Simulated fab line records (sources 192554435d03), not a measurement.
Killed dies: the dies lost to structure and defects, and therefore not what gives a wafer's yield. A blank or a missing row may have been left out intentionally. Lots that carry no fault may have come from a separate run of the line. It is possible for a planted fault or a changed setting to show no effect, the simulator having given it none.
fab line records + flow n5-finfet
record
- lots=6
- wafers=18
- last-day=17
route steps=1938 shown FIN_CUT@178 STI_FIN_REVEAL@183 PASSIVATION@1936
lots with no fault: from the same line, run without faults
start-h: the number of hours between the record's first day and the start of the first shown wafer of the lot + wait-h: how many hours have passed since the lot's step before this one + " repeats the value in the row above + L1.1+2: a single row standing in for several wafers + - value missing, or start not given + * or withheld: withheld + < > ~ a bound
route shown NAME@n: names a module that has steps shown in the file, with the first one's number in the route + usual: the fault-free wafers' mean and standard deviation + same: alike in all rows + chamber/n: place in a boat + sites: each site's reading + _std_site: their standard deviation + _edge_site: mean of outer sites minus mean of inner sites + radius-mm: for every site, how far away it sits from the centre of the wafer + mask NAME#n: copy n + behind: tool/chamber where the wafer was last shaped + hold: why the lot went on hold/how many hours it stayed there/how the hold came to an end + device: the n, p or np transistor that did not switch + end of line: the route-end tests of the same wafers + where a step has no rows: the recipe by itself + killed: at the first sort, the dies lost to defects and structure; wafer yield is something else + map: shows each die of a wafer: x if killed, . if not, _ if none is there
set.NAME: setting as actually run; set.NAME@STEP: the setting as run at that earlier step + model.NAME: the simulator's own value behind a step, which no gauge read
certain route steps with their lots: each step a table, each wafer a row
services: from which hour (start-h, from the record's first day; less than 0 if before it) a tool's chamber was out of use, for how many hours, and why
## steps
# step N5_FIN_CUT_STRIP_22
# recipe
- chemistry=N2/H2
- power-w=500
- temp-c=40
- pressure-mtorr=50
- rf-frequency-hz=6e+07
- overash-fraction=0.3
- bias-power-w=8
- h2-frac=0.5
- n2-flow-sccm=300
- h2-flow-sccm=300
# usual
- drypump-motor-current-A=5.87/0.25
- oes-product-au=0.78/0.079
- rf-vpp-V=54.1/2.3
- showerhead-plenum-p-Torr=3.39/0.1
- throttle-valve-pct=18.8/0.32
| lot.wafer | tool        | chamber | start-h | wait-h | drypump-motor-current-A | oes-product-au | rf-hours-counter-h | rf-vpp-V | showerhead-plenum-p-Torr | throttle-valve-pct |
|-----------|-------------|---------|---------|--------|-------------------------|----------------|--------------------|----------|--------------------------|--------------------|
| L518.1    | rie-diel-06 | 2       | 40.55   | 0.0    | 6.06                    | 0.72           | 160                | 56.6     | 3.31                     | 18.2               |
| L518.3    | "           | 0       | "       | "      | 5.81                    | 0.76           | 132                | 58.0     | 3.55                     | 19.0               |
| L518.4    | "           | 1       | "       | "      | 6.51                    | 0.94           | 13                 | 55.0     | 3.40                     | 18.4               |
| L522.2    | rie-diel-06 | 1       | 63.11   | 0.1    | 6.53                    | 0.92           | 20                 | 53.2     | 3.40                     | 18.4               |
| L522.4    | "           | 1       | "       | "      | 6.50                    | 0.93           | -                  | 53.1     | 3.40                     | 18.5               |
| L522.6    | "           | 3       | "       | "      | 5.81                    | 0.71           | -                  | 54.0     | 3.34                     | 18.9               |
| L534.1    | rie-diel-02 | 0       | 137.58  | 0.0    | 5.51                    | 1.00           | 2                  | 52.6     | 3.29                     | 18.6               |
| L534.4    | "           | 2       | "       | "      | 5.97                    | 0.74           | -                  | 55.2     | 3.36                     | 19.0               |
| L534.6    | "           | 0       | "       | "      | 5.51                    | 0.98           | -                  | 55.1     | 3.29                     | 18.7               |
| L537.1    | rie-diel-02 | 0       | 153.69  | 0.0    | 5.53                    | 0.95           | 8                  | 51.6     | 3.28                     | 18.6               |
| L537.2    | "           | 1       | "       | "      | 6.00                    | 0.85           | 54                 | 52.3     | 3.54                     | 18.3               |
| L537.6    | "           | 2       | "       | "      | 5.97                    | 0.75           | -                  | 50.6     | 3.36                     | 19.0               |
| L538.1    | rie-diel-03 | 1       | 160.48  | 0.0    | 5.48                    | 0.71           | 200                | 56.4     | 3.33                     | 19.1               |
| L538.2    | "           | 2       | "       | "      | 6.05                    | 0.82           | 80                 | 54.9     | 3.41                     | 19.1               |
| L538.4    | "           | 0       | "       | "      | 5.70                    | 0.76           | 160                | 55.0     | 3.21                     | 18.7               |
| L539.3    | rie-diel-03 | 1       | 165.66  | 0.1    | 5.44                    | 0.68           | 202                | 56.9     | 3.33                     | 19.1               |
| L539.4    | "           | 2       | "       | "      | 6.08                    | 0.80           | 81                 | 50.8     | 3.41                     | 19.1               |
| L539.5    | "           | 3       | "       | "      | 5.82                    | 0.71           | -                  | 53.2     | 3.46                     | 18.8               |
# step N5_FIN_CUT_PRECLEAN_36
# recipe
- chemistry=O3/DIW
- time-s=60
- temp-c=22
- o3-ppm=10
# step N5_FIN_CUT_SRD_32
# recipe
- dry=ipa-marangoni
- time-s=30
- temp-c=23
- rinse-liquid=diw
# step N5_FIN_CUT_UV_OZONE_34
# recipe
- time-s=120
- pressure-torr=760
- temp-c=25
# step N5_FIN_CUT_INSPECT_17
# recipe
- inspect-instrument=brightfield
- mode=aei
# usual
- raw-defect-count=220/58
| lot.wafer | tool              | chamber | start-h | wait-h | raw-defect-count |
|-----------|-------------------|---------|---------|--------|------------------|
| L518.1    | defect-inspect-01 | -       | 40.71   | 0.0    | 312              |
| L518.3    | "                 | -       | "       | "      | 205              |
| L518.4    | "                 | -       | "       | "      | 210              |
| L522.2    | defect-inspect-02 | -       | 63.27   | 0.0    | 203              |
| L522.4    | "                 | -       | "       | "      | 184              |
| L522.6    | "                 | -       | "       | "      | 129              |
| L534.1    | defect-inspect-02 | -       | 137.74  | 0.0    | 189              |
| L534.4    | "                 | -       | "       | "      | 187              |
| L534.6    | "                 | -       | "       | "      | 174              |
| L537.1    | defect-inspect-01 | -       | 153.85  | 0.0    | 202              |
| L537.2    | "                 | -       | "       | "      | 178              |
| L537.6    | "                 | -       | "       | "      | 265              |
| L538.1    | defect-inspect-02 | -       | 160.65  | 0.0    | 208              |
| L538.2    | "                 | -       | "       | "      | 123              |
| L538.4    | "                 | -       | "       | "      | 171              |
| L539.3    | defect-inspect-01 | -       | 165.82  | 0.0    | 171              |
| L539.4    | "                 | -       | "       | "      | 286              |
| L539.5    | "                 | -       | "       | "      | 254              |
# step N5_STI_FIN_REVEAL_ALD_00
# recipe
- material=SiO2
- target-thk-a=10
- temp-c=300
- ald-precursor-family=BDEAS
- ald-co-reactant=O2-plasma
- pulse-time-s=1
- pressure-torr=2
# usual
- heater-power-w=458/43
- precursor-pulse-height-rel=1.000/0.021
| lot.wafer | tool       | chamber | start-h | wait-h | heater-power-w | precursor-pulse-height-rel |
|-----------|------------|---------|---------|--------|----------------|----------------------------|
| L518.1    | ald-sin-01 | 2       | 40.74   | 0.0    | 519            | 0.985                      |
| L518.3    | "          | 1       | "       | "      | 410            | 0.993                      |
| L518.4    | "          | 3       | "       | "      | 414            | 1.007                      |
| L522.2    | ald-sin-01 | 2       | 63.31   | 0.0    | 500            | 0.993                      |
| L522.4    | "          | 0       | "       | "      | 519            | 0.993                      |
| L522.6    | "          | 1       | "       | "      | 411            | 1.027                      |
| L534.1    | ald-sin-02 | 2       | 137.78  | 0.0    | 475            | 0.991                      |
| L534.4    | "          | 3       | "       | "      | 392            | 1.051                      |
| L534.6    | "          | 2       | "       | "      | 477            | 0.973                      |
| L537.1    | ald-sin-01 | 1       | 153.89  | 0.0    | 414            | 1.004                      |
| L537.2    | "          | 0       | "       | "      | 528            | 1.001                      |
| L537.6    | "          | 0       | "       | "      | 518            | 1.035                      |
| L538.1    | ald-sin-01 | 1       | 160.69  | 0.0    | 411            | 1.026                      |
| L538.2    | "          | 2       | "       | "      | 509            | 0.978                      |
| L538.4    | "          | 0       | "       | "      | 529            | 0.981                      |
| L539.3    | ald-sin-03 | 3       | 165.86  | 0.0    | 454            | 1.000                      |
| L539.4    | "          | 0       | "       | "      | 488            | 1.019                      |
| L539.5    | "          | 1       | "       | "      | 465            | 1.049                      |
# step N5_STI_FIN_REVEAL_ALD_14
# recipe
- material=Si3N4
- target-thk-a=30
- temp-c=400
- ald-precursor-family=SiH2I2
- ald-co-reactant=N2/H2-plasma
- pressure-torr=2
# step N5_STI_FIN_REVEAL_FCVD_FILL_01
# recipe
- material=SiO2_flowable
- target-thk-a=3120
- temp-c=100
- pressure-torr=0.8
- rf-w=2000
- time-s=512.2
# step N5_STI_FIN_REVEAL_DENSIFY_02
# recipe
- temp-c=650
- ambient=steam
- time-s=1800
- idle-temp-c=400
- densification-p-h2o-torr=640
# step N5_STI_FIN_REVEAL_CMP_04
# recipe
- stop-on=Si3N4
- t-overpolish-s=4
- down-force-psi=2
- platen-rpm=54.18
- post-cmp-clean=alkaline-brush
- pad-velocity-m-s=1.078
- target-thk-nm=131.83
# step N5_STI_FIN_REVEAL_THK_MEAS_05
# usual
- thk-nm=132.5/1.7
| lot.wafer | tool          | chamber | start-h | wait-h | thk-nm |
|-----------|---------------|---------|---------|--------|--------|
| L518.1    | film-metro-02 | -       | 46.72   | -      | 132.1  |
| L518.3    | "             | -       | "       | "      | 131.0  |
| L518.4    | "             | -       | "       | "      | 132.6  |
| L522.2    | film-metro-02 | -       | 69.29   | -      | 133.7  |
| L522.4    | "             | -       | "       | "      | 131.7  |
| L522.6    | "             | -       | "       | "      | 132.2  |
| L534.1    | film-metro-01 | -       | 143.16  | -      | 132.2  |
| L534.4    | "             | -       | "       | "      | 130.8  |
| L534.6    | "             | -       | "       | "      | 132.0  |
| L537.1    | film-metro-01 | -       | 159.27  | -      | 133.4  |
| L537.2    | "             | -       | "       | "      | 132.8  |
| L537.6    | "             | -       | "       | "      | 132.6  |
| L538.1    | film-metro-01 | -       | 166.07  | -      | 130.3  |
| L538.2    | "             | -       | "       | "      | 130.8  |
| L538.4    | "             | -       | "       | "      | 128.6  |
| L539.3    | film-metro-01 | -       | 171.84  | -      | 133.4  |
| L539.4    | "             | -       | "       | "      | 136.8  |
| L539.5    | "             | -       | "       | "      | 132.1  |
# step N5_STI_FIN_REVEAL_DENSIFY_30
# recipe
- temp-c=*
- time-s=*
- ambient=N2
- idle-temp-c=600
- ramp-up-c-per-s=150
- ramp-down-c-per-s=60
- cool-to-c=600
# step N5_STI_FIN_REVEAL_ETCHBACK_08
# recipe
- chemistry=C4F6/O2
- target=SiO2
- target-depth-a=305
- time-s=10.167
- ion-energy-ev=250
- pressure-mtorr=30
- source-w=345
- bias-w=185
- Ar_flow_sccm=300
- C4F6_flow_sccm=10
- O2_flow_sccm=10
# usual
- drypump-motor-current-A=5.4/0.55
- oes_ar_750_au=0.74/0.068
- oes-product-au=0.74/0.075
- rf-vpp-V=666/20
- showerhead-plenum-p-Torr=2.81/0.087
- throttle-valve-pct=21.12/0.26
| lot.wafer | tool        | chamber | start-h | wait-h | drypump-motor-current-A | oes_ar_750_au | oes-product-au | rf-hours-counter-h | rf-vpp-V | showerhead-plenum-p-Torr | throttle-valve-pct |
|-----------|-------------|---------|---------|--------|-------------------------|---------------|----------------|--------------------|----------|--------------------------|--------------------|
| L518.1    | rie-diel-04 | 2       | 46.96   | 0.2    | 5.3                     | 0.75          | 0.75           | 141                | 646      | 2.74                     | 20.82              |
| L518.3    | "           | 1       | "       | "      | 5.4                     | 0.69          | 0.69           | 208                | 679      | 2.68                     | 20.95              |
| L518.4    | "           | 0       | "       | "      | 5.5                     | 0.73          | 0.71           | 201                | 678      | 2.83                     | 21.52              |
| L522.2    | rie-diel-05 | 0       | 69.53   | 0.2    | 6.0                     | 0.68          | 0.67           | 233                | 675      | 2.79                     | 20.96              |
| L522.4    | "           | 2       | "       | "      | 5.2                     | 0.87          | 0.90           | 27                 | 670      | 2.91                     | 20.76              |
| L522.6    | "           | 2       | "       | "      | 5.2                     | 0.88          | 0.90           | -                  | 672      | 2.91                     | 20.76              |
| L534.1    | rie-diel-04 | 3       | 143.51  | 0.3    | 4.9                     | 0.72          | 0.85           | 186                | 707      | 2.97                     | 21.68              |
| L534.4    | "           | 0       | "       | "      | 5.5                     | 0.70          | 0.69           | 238                | 676      | 2.81                     | 21.59              |
| L534.6    | "           | 2       | "       | "      | 5.3                     | 0.72          | 0.73           | -                  | 646      | 2.72                     | 20.87              |
| L537.1    | rie-diel-04 | 3       | 159.51  | 0.2    | 4.9                     | 0.71          | 0.83           | 193                | 705      | 2.96                     | 21.69              |
| L537.2    | "           | 1       | "       | "      | 5.3                     | 0.66          | 0.65           | 248                | 678      | 2.67                     | 21.04              |
| L537.6    | "           | 2       | "       | "      | 5.3                     | 0.72          | 0.72           | -                  | 645      | 2.72                     | 20.89              |
| L538.1    | rie-diel-05 | 2       | 166.31  | 0.2    | 5.2                     | 0.83          | 0.84           | 62                 | 670      | 2.89                     | 20.79              |
| L538.2    | "           | 0       | "       | "      | 6.0                     | 0.94          | 0.96           | 8                  | 674      | 2.78                     | 20.66              |
| L538.4    | "           | 3       | "       | "      | 4.9                     | 0.74          | 0.73           | 183                | 638      | 2.73                     | 21.33              |
| L539.3    | rie-diel-01 | 2       | 172.20  | 0.1    | 6.3                     | 0.66          | 0.67           | 239                | 647      | 2.79                     | 21.18              |
| L539.4    | "           | 3       | "       | "      | 4.9                     | 0.67          | 0.67           | 242                | 669      | 2.77                     | 20.81              |
| L539.5    | "           | 0       | "       | "      | 4.9                     | 0.94          | 0.95           | -                  | 699      | 2.82                     | 21.12              |
# step N5_STI_FIN_REVEAL_STRIP_24
# recipe
- chemistry=N2/H2
- time-s=90
- power-w=100
- temp-c=40
- pressure-mtorr=100
- rf-frequency-hz=6e+07
- bias-power-w=3
- n2-flow-sccm=300
- h2-flow-sccm=300
# usual
- drypump-motor-current-A=5.4/0.56
- oes-product-au=0.74/0.073
- rf-vpp-V=45.3/0.83
- showerhead-plenum-p-Torr=3.34/0.087
- throttle-valve-pct=12.23/0.27
| lot.wafer | tool        | chamber | start-h | wait-h | drypump-motor-current-A | oes-product-au | rf-hours-counter-h | rf-vpp-V | showerhead-plenum-p-Torr | throttle-valve-pct |
|-----------|-------------|---------|---------|--------|-------------------------|----------------|--------------------|----------|--------------------------|--------------------|
| L518.1    | rie-diel-04 | 2       | 47.00   | 0.0    | 5.3                     | 0.75           | 141                | 45.8     | 3.28                     | 12.02              |
| L518.3    | "           | 1       | "       | "      | 5.3                     | 0.71           | 208                | 45.6     | 3.21                     | 12.41              |
| L518.4    | "           | 0       | "       | "      | 5.5                     | 0.71           | 201                | 45.8     | 3.35                     | 12.62              |
| L522.2    | rie-diel-05 | 0       | 69.57   | 0.0    | 6.0                     | 0.66           | 233                | 45.3     | 3.35                     | 12.31              |
| L522.4    | "           | 2       | "       | "      | 5.2                     | 0.89           | 27                 | 46.5     | 3.42                     | 11.61              |
| L522.6    | "           | 2       | "       | "      | 5.2                     | 0.90           | -                  | 45.9     | 3.43                     | 11.61              |
| L534.1    | rie-diel-04 | 3       | 143.55  | 0.0    | 4.9                     | 0.70           | 186                | 45.6     | 3.47                     | 12.41              |
| L534.4    | "           | 0       | "       | "      | 5.5                     | 0.67           | 238                | 46.1     | 3.33                     | 12.72              |
| L534.6    | "           | 2       | "       | "      | 5.3                     | 0.72           | -                  | 46.2     | 3.26                     | 12.12              |
| L537.1    | rie-diel-04 | 3       | 159.54  | 0.0    | 4.9                     | 0.70           | 193                | 46.2     | 3.47                     | 12.42              |
| L537.2    | "           | 1       | "       | "      | 5.4                     | 0.67           | 248                | 43.9     | 3.19                     | 12.52              |
| L537.6    | "           | 2       | "       | "      | 5.3                     | 0.71           | -                  | 45.9     | 3.26                     | 12.13              |
| L538.1    | rie-diel-05 | 2       | 166.34  | 0.0    | 5.2                     | 0.84           | 62                 | 46.3     | 3.41                     | 11.71              |
| L538.2    | "           | 0       | "       | "      | 5.9                     | 0.94           | 8                  | 44.9     | 3.33                     | 11.77              |
| L538.4    | "           | 3       | "       | "      | 4.9                     | 0.74           | 184                | 45.3     | 3.23                     | 12.30              |
| L539.3    | rie-diel-01 | 2       | 172.24  | 0.0    | 6.3                     | 0.69           | 239                | 45.2     | 3.34                     | 12.54              |
| L539.4    | "           | 3       | "       | "      | 4.9                     | 0.67           | 242                | 45.4     | 3.34                     | 12.27              |
| L539.5    | "           | 0       | "       | "      | 4.9                     | 0.95           | -                  | 44.8     | 3.29                     | 11.78              |
# step N5_STI_FIN_REVEAL_PRECLEAN_25
# recipe
- chemistry=SPM
- time-s=90
- temp-c=120
- mix=4:1
# step N5_STI_FIN_REVEAL_PRECLEAN_26
# recipe
- chemistry=SC1
- time-s=45
- temp-c=46
- mix=1:2:100
# step N5_STI_FIN_REVEAL_PRECLEAN_29
# recipe
- chemistry=DHF
- time-s=30
- temp-c=25
- dilution=300:1
# step N5_STI_FIN_REVEAL_SRD_12
# recipe
- time-s=30
- temp-c=23
- rinse-liquid=diw
- dry=ipa-marangoni
# step N5_STI_FIN_REVEAL_RECESS_09
# recipe
- chemistry=HF/NH3
- target=SiO2
- afs-cycles=11
- target-depth-a=425
- temp-c=30
- sublimation-temp-c=180
- sublimation-time-s=60
# usual
- drypump-motor-current-A=5.5/0.35
# same
- afs-cycles=11
| lot.wafer | tool          | chamber | start-h | wait-h | drypump-motor-current-A |
|-----------|---------------|---------|---------|--------|-------------------------|
| L518.1    | vapor-etch-01 | 0       | 47.22   | 0.0    | 5.8                     |
| L518.3    | "             | 0       | "       | "      | 5.8                     |
| L518.4    | "             | 1       | "       | "      | 5.0                     |
| L522.2    | vapor-etch-02 | 0       | 69.78   | 0.0    | 5.8                     |
| L522.4    | "             | 1       | "       | "      | 5.5                     |
| L522.6    | "             | 1       | "       | "      | 5.5                     |
| L534.1    | vapor-etch-02 | 0       | 143.76  | 0.0    | 5.8                     |
| L534.4    | "             | 0       | "       | "      | 5.8                     |
| L534.6    | "             | 0       | "       | "      | 5.8                     |
| L537.1    | vapor-etch-02 | 1       | 159.76  | 0.0    | 5.5                     |
| L537.2    | "             | 0       | "       | "      | 5.8                     |
| L537.6    | "             | 1       | 160.82  | 1.1    | 5.5                     |
| L538.1    | vapor-etch-02 | 0       | 166.56  | 0.0    | 5.7                     |
| L538.2    | "             | 1       | "       | "      | 5.5                     |
| L538.4    | "             | 0       | "       | "      | 5.8                     |
| L539.3    | vapor-etch-02 | 1       | 172.98  | 0.6    | 5.5                     |
| L539.4    | "             | 0       | "       | "      | 5.8                     |
| L539.5    | "             | 1       | "       | "      | 5.5                     |
# step N5_STI_FIN_REVEAL_STRIP_16
# recipe
- chemistry=H3PO4
- material=SiNx
- temp-c=165
- target-depth-a=238
- overetch-fraction=0.4964
- dry=ipa-marangoni
# step N5_STI_FIN_REVEAL_PRECLEAN_17
# recipe
- chemistry=NF3:NH3
- afs-cycles=1
- temp-c=30
- time-s=20
- sublimation-temp-c=180
- sublimation-time-s=60
- pressure-torr=3
- rf-power-w=30
# step N5_STI_FIN_REVEAL_ETCH_34
# recipe
- chemistry=H2
- mode=isotropic
- material=Si
- target=Si
- target-depth-a=9.7
- temp-c=20
- pressure-mtorr=4.5
- icp-w=300
- bias-w=0
- h2-flow-sccm=7.5
- he-flow-sccm=142.5
# usual
- drypump-motor-current-A=5.9/0.31
- oes-product-au=1.001/0.016
- throttle-valve-pct=25.9/0.75
| lot.wafer | tool      | chamber | start-h | wait-h | drypump-motor-current-A | oes-product-au | rf-hours-counter-h | throttle-valve-pct |
|-----------|-----------|---------|---------|--------|-------------------------|----------------|--------------------|--------------------|
| L518.1    | rie-si-04 | 0       | 49.31   | 0.2    | 6.3                     | 1.002          | 108                | 26.5               |
| L518.3    | "         | 1       | "       | "      | 5.9                     | 0.998          | 178                | 25.4               |
| L518.4    | "         | 3       | "       | "      | 5.8                     | 1.009          | 14                 | 26.0               |
| L522.2    | rie-si-04 | 0       | 71.88   | 0.1    | 6.4                     | 0.995          | 109                | 26.5               |
| L522.4    | "         | 3       | "       | "      | 5.8                     | 1.008          | 14                 | 25.9               |
| L522.6    | "         | 3       | "       | "      | 5.8                     | 1.005          | -                  | 25.9               |
| L534.1    | rie-si-04 | 2       | 145.88  | 0.2    | 5.2                     | 0.982          | 3                  | 25.8               |
| L534.4    | "         | 1       | "       | "      | 5.8                     | 1.004          | 180                | 25.4               |
| L534.6    | "         | 2       | "       | "      | 5.2                     | 0.989          | -                  | 25.8               |
| L537.1    | rie-si-04 | 0       | 161.85  | 0.2    | 6.3                     | 1.005          | 111                | 26.5               |
| L537.2    | "         | 1       | "       | "      | 5.9                     | 0.995          | 180                | 25.4               |
| L537.6    | "         | 1       | "       | "      | 5.9                     | 0.999          | -                  | 25.4               |
| L538.1    | rie-si-01 | 1       | 168.65  | 0.2    | 6.0                     | 1.009          | 107                | 25.3               |
| L538.2    | "         | 0       | "       | "      | 5.9                     | 1.005          | 79                 | 26.7               |
| L538.4    | "         | 2       | "       | "      | 6.6                     | 1.013          | 128                | 25.1               |
| L539.3    | rie-si-01 | 2       | 174.54  | 0.1    | 6.6                     | 1.018          | 128                | 25.2               |
| L539.4    | "         | 0       | "       | "      | 5.9                     | 1.005          | 79                 | 26.7               |
| L539.5    | "         | 0       | "       | "      | 5.9                     | 0.999          | -                  | 26.7               |
# step N5_STI_FIN_REVEAL_OXIDATION_31
# recipe
- chemistry=O2_PLASMA_REMOTE
- temp-c=150
- time-s=20
- pressure-mtorr=1000
- source-power-w=2000
- o2-flow-sccm=3000
# step N5_STI_FIN_REVEAL_PRECLEAN_32
# recipe
- chemistry=NF3:NH3
- afs-cycles=1
- temp-c=30
- time-s=20
- sublimation-temp-c=180
- sublimation-time-s=60
- pressure-torr=3
- rf-power-w=30
# step N5_STI_FIN_REVEAL_STRIP_35
# recipe
- chemistry=H3PO4
- material=Si3N4
- temp-c=165
- target-depth-a=40
- time-s=39
# step N5_STI_FIN_REVEAL_SRD_21
# recipe
- dry=ipa-marangoni
- time-s=30
- temp-c=23
- rinse-liquid=diw
# step N5_STI_FIN_REVEAL_OXIDATION_33
# recipe
- chemistry=O2_PLASMA_REMOTE
- temp-c=150
- time-s=20
- pressure-mtorr=1000
- source-power-w=2000
- o2-flow-sccm=3000
# step N5_STI_FIN_REVEAL_CLEAN_19
# recipe
- chemistry=O3/DIW
- temp-c=25
- time-s=120
- o3-ppm=10
# step N5_STI_FIN_REVEAL_SRD_23
# recipe
- dry=ipa-marangoni
- time-s=30
- temp-c=23
- rinse-liquid=diw
# step N5_STI_FIN_REVEAL_CD_MEAS_22
# recipe
- target-cd-nm=6.238
- pitch-nm=28
- polarity=line
# usual
- cd-nm=6.3/0.31
| lot.wafer | tool      | chamber | start-h | wait-h | cd-nm |
|-----------|-----------|---------|---------|--------|-------|
| L518.1    | cd-sem-01 | -       | 50.19   | 0.0    | 6.1   |
| L518.3    | "         | -       | "       | "      | 6.2   |
| L518.4    | "         | -       | "       | "      | 6.7   |
| L522.2    | cd-sem-03 | -       | 72.46   | 0.0    | 6.5   |
| L522.4    | "         | -       | "       | "      | 6.5   |
| L522.6    | "         | -       | "       | "      | 6.5   |
| L534.1    | cd-sem-02 | -       | 146.46  | 0.0    | 6.6   |
| L534.4    | "         | -       | "       | "      | 6.1   |
| L534.6    | "         | -       | "       | "      | 6.5   |
| L537.1    | cd-sem-02 | -       | 162.42  | 0.0    | 6.6   |
| L537.2    | "         | -       | "       | "      | 6.5   |
| L537.6    | "         | -       | "       | "      | 6.3   |
| L538.1    | cd-sem-02 | -       | 169.41  | 0.0    | 6.9   |
| L538.2    | "         | -       | "       | "      | 6.3   |
| L538.4    | "         | -       | "       | "      | 6.3   |
| L539.3    | cd-sem-01 | -       | 175.12  | 0.0    | 6.7   |
| L539.4    | "         | -       | "       | "      | 6.7   |
| L539.5    | "         | -       | "       | "      | 5.8   |
# step N5_STI_FIN_REVEAL_FIN_H_MEAS_10
# usual
- trench-depth-nm=51.5/0.89
| lot.wafer | tool   | chamber | start-h | wait-h | trench-depth-nm |
|-----------|--------|---------|---------|--------|-----------------|
| L518.1    | ocd-01 | -       | 50.22   | 0.0    | 52.6            |
| L518.3    | "      | -       | "       | "      | 51.4            |
| L518.4    | "      | -       | "       | "      | 51.1            |
| L522.2    | ocd-02 | -       | 72.49   | 0.0    | 49.7            |
| L522.4    | "      | -       | "       | "      | 52.0            |
| L522.6    | "      | -       | "       | "      | 51.4            |
| L534.1    | ocd-02 | -       | 146.49  | 0.0    | 60.7            |
| L534.4    | "      | -       | "       | "      | 51.0            |
| L534.6    | "      | -       | "       | "      | 51.6            |
| L537.1    | ocd-02 | -       | 162.45  | 0.0    | 60.2            |
| L537.2    | "      | -       | "       | "      | 50.5            |
| L537.6    | "      | -       | "       | "      | 52.7            |
| L538.1    | ocd-01 | -       | 169.44  | 0.0    | 53.0            |
| L538.2    | "      | -       | "       | "      | 53.1            |
| L538.4    | "      | -       | "       | "      | 53.1            |
| L539.3    | ocd-02 | -       | 175.15  | 0.0    | 50.7            |
| L539.4    | "      | -       | "       | "      | 50.4            |
| L539.5    | "      | -       | "       | "      | 51.0            |
# step N5_STI_FIN_REVEAL_PRECLEAN_18
# recipe
- chemistry=SC2
- time-s=45
- temp-c=35
- mix=1:1:50
# step N5_PASSIVATION_PROBE_49
# usual
- killed_at_M0_to_M3=35/11
- killed_at_M4_up=13/5.7
- killed-at-contacts=12/5.7
- killed-at-front-end=40/11
- killed-at-other=4/4.4
- killed-dies=105/18
- killed-open=68/14
- killed-short=34/7.4
# same
- gross-dies=1180
- killed-at-back-side=0
| lot.wafer | tool      | chamber | start-h | wait-h | killed_at_M0_to_M3 | killed_at_M4_up | killed-at-contacts | killed-at-front-end | killed-at-other | killed-dies | killed-open | killed-short |
|-----------|-----------|---------|---------|--------|--------------------|-----------------|--------------------|---------------------|-----------------|-------------|-------------|--------------|
| L537.1    | prober-02 | -       | 401.31  | 0.0    | 38                 | 18              | 12                 | 32                  | 118             | 218         | 57          | 46           |
| L537.2    | prober-02 | -       | 401.36  | 0.1    | 29                 | 7               | 15                 | 33                  | 65              | 149         | 57          | 32           |
| L537.6    | prober-02 | -       | 401.56  | 0.3    | 49                 | 16              | 25                 | 33                  | 22              | 145         | 93          | 38           |
# killed by level:class
L537.1 PASSIVATION:area-etch=114 DUMMY_GATE:geometric-particle:open=9 BEOL_M0_SAQP:geometric-particle:short=9 MOL_CONTACT_COAG:geometric-particle:open=8 BEOL_M3:geometric-particle:open=8 GATE_CUT:geometric-particle:short=7 ILD0:geometric-particle:short=5 FIN_SAQP:geometric-particle:short=4
L537.2 PASSIVATION:area-etch=58 FIN_SAQP:geometric-particle:open=14 MOL_CONTACT_COAG:geometric-particle:open=12 BEOL_M0_SAQP:geometric-particle:open=9 BEOL_M0_SAQP:geometric-particle:short=8 STI_FIN_REVEAL:geometric-particle:open=6 BEOL_M3:geometric-particle:short=5 MOL_CONTACT_COAG:geometric-particle:short=3
L537.6 MOL_CONTACT_COAG:geometric-particle:open=20 PASSIVATION:area-etch=14 BEOL_M0_SAQP:geometric-particle:open=11 BEOL_M0_SAQP:geometric-particle:short=10 BEOL_M3:geometric-particle:open=9 BEOL_M4:geometric-particle:open=7 GATE_CUT:geometric-particle:short=6 BEOL_M1:geometric-particle:open=6
## services
| tool          | chamber | start-h | hours | kind                          |
|---------------|---------|---------|-------|-------------------------------|
| rie-diel-05   | 1       | 39.10   | 2.4   | repair                        |
| rie-diel-02   | 3       | 44.06   | 5.9   | repair                        |
| rie-diel-03   | 0       | 47.69   | 2.1   | repair                        |
| rie-diel-06   | 2       | 58.47   | 8.6   | repair                        |
| ald-sin-02    | 1       | 69.29   | 7.8   | repair                        |
| rie-diel-05   | -       | 71.46   | 0.8   | repair                        |
| ald-sin-01    | 0       | 80.20   | 20.4  | repair                        |
| rie-si-01     | -       | 82.68   | 14.6  | pm                            |
| rie-diel-02   | 0       | 84.26   | 23.0  | repair                        |
| vapor-etch-01 | 0       | 84.92   | 7.1   | repair                        |
| rie-diel-01   | -       | 102.19  | 4.3   | pm                            |
| vapor-etch-01 | 1       | 103.77  | 2.8   | repair                        |
| rie-diel-01   | 2       | 107.31  | 5.2   | repair                        |
| rie-diel-01   | -       | 114.81  | 14.6  | pm                            |
| rie-diel-05   | 2       | 120.99  | 4.6   | repair                        |
| ald-sin-03    | 0       | 126.03  | 3.6   | repair                        |
| ald-sin-01    | 1       | 129.96  | 14.0  | repair                        |
| ald-sin-02    | 1       | 152.20  | 10.6  | repair                        |
| rie-diel-04   | 1       | 152.74  | 6.5   | repair                        |
| rie-diel-04   | 1       | 165.36  | -     | clean                         |
| rie-diel-04   | 1       | 165.36  | -     | consumable-replace:focus-ring |
| rie-diel-04   | 1       | 165.36  | -     | consumable-replace:showerhead |
| rie-diel-04   | 1       | 165.36  | 12.3  | scheduled-down                |
| rie-diel-04   | 1       | 165.36  | 12.3  | vent-cycle                    |
## key
first-sign
- step=N5_STI_FIN_REVEAL_FIN_H_MEAS_10
- reading=trench-depth-nm
- direction=up
- sigmas=10
- usual=51.5
- struck=60.4
effect none on later readings
met-at N5_STI_FIN_REVEAL_ETCHBACK_08
struck-wafers L534.1,L537.1
tester-left-out L534,L537
baseline-loss
- step=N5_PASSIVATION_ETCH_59
- wafers=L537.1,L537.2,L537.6
fault
- kind=process-parameter-drift
- tool=rie-diel-04
- chamber=3
- onset-h=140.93
- steps=N5_STI_FIN_REVEAL_ETCHBACK_08
- channel=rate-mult
- offset=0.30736
- shape=step
- end-h=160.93
# tester-left-out: of these lots the tester's yield and bins aren't shown, on N5 and GAA mostly nor the transistor test; their killed dies are dies lost to structure and defects alone, not to doping, threshold or leakage, so they don't give the yield
# baseline-loss: these wafers lose ten dies or more at that step, a loss of the line's own and not of a fault; the sort's usual values leave them out
